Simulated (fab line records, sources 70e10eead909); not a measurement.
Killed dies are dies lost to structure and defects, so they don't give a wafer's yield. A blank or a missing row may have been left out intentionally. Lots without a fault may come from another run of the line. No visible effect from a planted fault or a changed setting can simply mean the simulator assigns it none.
Problem report, 8D (eight disciplines) form, completed by code + flow nand harc + the parts of the form that need people (team, actions taken, sign-off) are left out

== 1. THE PROBLEM ==
killed at array at NHARC_END_SORT_01 reads a mean of 672 on 2 wafers of 2 lots; wafers without a fault read 53 with a standard deviation of 18. Relative to the usual mean, that is a shift of +34 standard deviations.
First observed at day 33 05:11: wafer L405.4, on prober-02. At this step, 13 wafers from 5 lots have a number in the record. Rule for "out" (also "out of limits"): further than 4 standard deviations from the usual mean. All remaining wafers that have a number are taken as sound.

== 2. WHAT IT IS; WHAT IT IS NOT ==
| question                    | is                           | is not                                                             |
|-----------------------------|------------------------------|--------------------------------------------------------------------|
| which readings at this step | killed at array, killed dies | killed at other, killed at periphery, killed open, killed short    |
| which lots                  | L405, L407                   | L393, L396, L397                                                   |
| which wafers of those lots  | L405.4, L407.4               | L405.1, L405.5                                                     |
| read on which gauges        | prober-02                    | prober-01                                                          |
| when                        | from day 33 05:11            | up to then (10 sound wafers); but 1 sound wafer of L405 came after |

== 3. SUSPECTS, AND WHAT RULES EACH OUT ==
Counting: if a tool at a process step up to the reading ran every lot that is out, it stays a suspect. Sound lots after the first of them don't rule it out here, since some wafers of a struck lot are sound.
- the gauge at NHARC_END_SORT_01 has been ruled out. All the wafers that are out were read on prober-02, but those of them that NHARC_A_STAIRCASE_TRIM_226 has rows for are out there too, on other tools.
- rie diel-10 at NHARC_A_STAIRCASE_TRIM_224 (chemistry O2, time 211.2 s): kept. It processed each lot that is out (first: L405, day 25 00:29); up to then, its last sound lot is L393 (day 19 21:58). NHARC_A_STAIRCASE_TRIM_224: start missing for some lots; hours and lot order therefore follow NHARC_A_STAIRCASE_TRIM_226.
- rie diel-10 at NHARC_A_STAIRCASE_TRIM_226 (chemistry O2, time 211.2 s): kept. It processed each lot that is out (first: L405, day 25 00:29); up to then, its last sound lot is L393 (day 19 21:58). On those wafers its own readings are out: oes product au.
- rie diel-10, NHARC_A_STAIRCASE_TRIM_224: wafers that are out in chamber 2, sound lot-mates in chambers 0, 1.
What counting leaves: rie diel-10 at NHARC_A_STAIRCASE_TRIM_224 and rie diel-10 at NHARC_A_STAIRCASE_TRIM_226.

== 4. THE CAUSE (what the simulator had put in) ==
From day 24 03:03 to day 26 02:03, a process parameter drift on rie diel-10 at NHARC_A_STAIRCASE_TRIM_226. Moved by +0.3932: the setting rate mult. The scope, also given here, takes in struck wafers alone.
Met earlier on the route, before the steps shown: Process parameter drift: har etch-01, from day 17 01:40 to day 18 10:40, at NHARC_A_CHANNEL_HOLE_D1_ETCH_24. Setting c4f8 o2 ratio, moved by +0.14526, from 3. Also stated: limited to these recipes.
After counting, 2 suspects remain, this tool included.

== 5. THE EFFECT CHAIN, in route order ==
One row per reading whose mean, taken over the struck wafers that have a number, lies over 3 standard deviations from the usual. Only readings for which the record gives a usual standard deviation are gone through. hours: the time from each lot's start at the first step in this table that gives one to its start at this step, as a median over the lots. sigmas: the change in usual standard deviations.
| hours | step                       | reading         | usual      | on struck wafers | change | sigmas |
|-------|----------------------------|-----------------|------------|------------------|--------|--------|
| 0     | NHARC_A_STAIRCASE_TRIM_226 | oes product au  | 0.998 a.u. | 1.258            | +0.260 | +28    |
| 202   | NHARC_END_SORT_01          | killed at array | 53         | 672              | +619   | +34    |
| 202   | NHARC_END_SORT_01          | killed dies     | 58         | 677              | +619   | +34    |
It contains these process steps:
- NHARC_A_STAIRCASE_TRIM_226: chemistry O2, time 211.2 s.

== 6. HOW IT WOULD HAVE BEEN CAUGHT EARLIER ==
218 hours passed between the start of the fault at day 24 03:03 and the first reading out of limits at a measuring or inspecting step in this record, taken at day 33 05:11.
At NHARC_A_STAIRCASE_TRIM_226, the tool's own readings (oes product au) were out on each struck wafer the step has a row for, so an alarm limit on them would have fired on the first such wafer.
Lots out: 2; all had begun NHARC_A_STAIRCASE_TRIM_226 on rie diel-10 by day 33 05:11. Holding the tool at that point would not have protected any of them.
